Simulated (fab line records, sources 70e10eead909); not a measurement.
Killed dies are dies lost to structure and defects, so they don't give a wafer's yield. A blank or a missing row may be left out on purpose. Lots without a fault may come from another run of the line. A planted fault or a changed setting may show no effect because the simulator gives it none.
One fault seen from 2 desks | flow nand_harc | each desk has only its own numbers; what lay behind them comes last

THE TOOL OWNER'S DESK: arfi_scanner-01
The tool's own readings at NHARC_P_GATE_EXPOSE_23 (exposes mask P GATE, target cd 120 nm): means of the sampled wafers that have a number, for each lot that ran on this tool. A lot is out of limits, marked OUT, if its mean lies more than 4 standard deviations from the usual mean; the brackets give that distance.
Columns: A = exposure_dose_mJ_cm2 at NHARC_P_GATE_EXPOSE_23, usual 93.92
lot  | first seen here | A
L927 | day 5 00:34     | 93.98
L932 | day 6 23:10     | 93.89
L933 | day 7 16:23     | 93.87
L935 | day 8 11:14     | 94.00
L936 | day 8 21:01     | 93.87
L937 | day 9 07:43     | 93.95
L939 | day 10 02:22    | 69.26 (-99 or more) OUT
L944 | day 12 07:04    | 69.07 (-99 or more) OUT
This desk's finding: out of limits on L939, L944; first on L939, day 10 02:22 (exposure_dose_mJ_cm2 at NHARC_P_GATE_EXPOSE_23). In limits: L927, L932, L933, L935, L936, L937.

THE METROLOGY DESK
What the gauges read, lot by lot, whatever tool the lot ran on: means of the sampled wafers that have a number. A lot is out of limits, marked OUT, if its mean lies more than 4 standard deviations from the usual mean; the brackets give that distance.
Columns: A = cd_nm at NHARC_P_STI_CD_MEAS_16, usual 199.6 nm; B = cd_nm at NHARC_P_GATE_CD_MEAS_26, usual 119.8 nm
lot  | first seen here | A     | B
L927 | day 2 20:34     | 197.8 | 120.2
L928 | day 3 09:11     | 196.1 | 120.3
L929 | day 3 17:04     | 197.3 | 119.6
L932 | day 4 23:19     | 199.5 | 119.8
L933 | day 5 08:25     | 198.9 | 120.3
L934 | day 5 18:13     | 197.9 | 119.8
L935 | day 6 04:22     | 199.0 | 120.0
L936 | day 6 14:55     | 200.9 | 119.6
L937 | day 7 02:04     | 200.7 | 119.5
L939 | day 7 22:18     | 199.9 | 138.6 (+34) OUT
L944 | day 9 21:16     | 200.3 | 138.1 (+33) OUT
L945 | day 10 07:34    | 200.8 | 119.7
L949 | day 12 00:08    | 203.8 | 119.2
L950 | day 12 09:49    | 199.2 | 120.0
This desk's finding: out of limits on L939, L944; first on L939, day 10 02:29 (cd_nm at NHARC_P_GATE_CD_MEAS_26). In limits: L927, L928, L929, L932, L933, L934, L935, L936, L937, L945, L949, L950.

PUT TOGETHER
The tool owner's desk could have raised an alarm at day 10 02:22, on L939, L944.
The metrology desk could have raised an alarm at day 10 02:29, on L939, L944.
Of the lots named, all ran NHARC_P_GATE_EXPOSE_23 on arfi_scanner-01.

WHAT THE SIMULATOR HAD PUT IN
Process parameter drift: arfi_scanner-01, from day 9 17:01 on, at NHARC_P_GATE_EXPOSE_23. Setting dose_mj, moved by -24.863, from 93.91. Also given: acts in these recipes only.
Lots struck among those shown: L939, L944.
Hours from the fault's start to each desk's first reading out of limits: the tool owner's desk, 9; the metrology desk, 9.
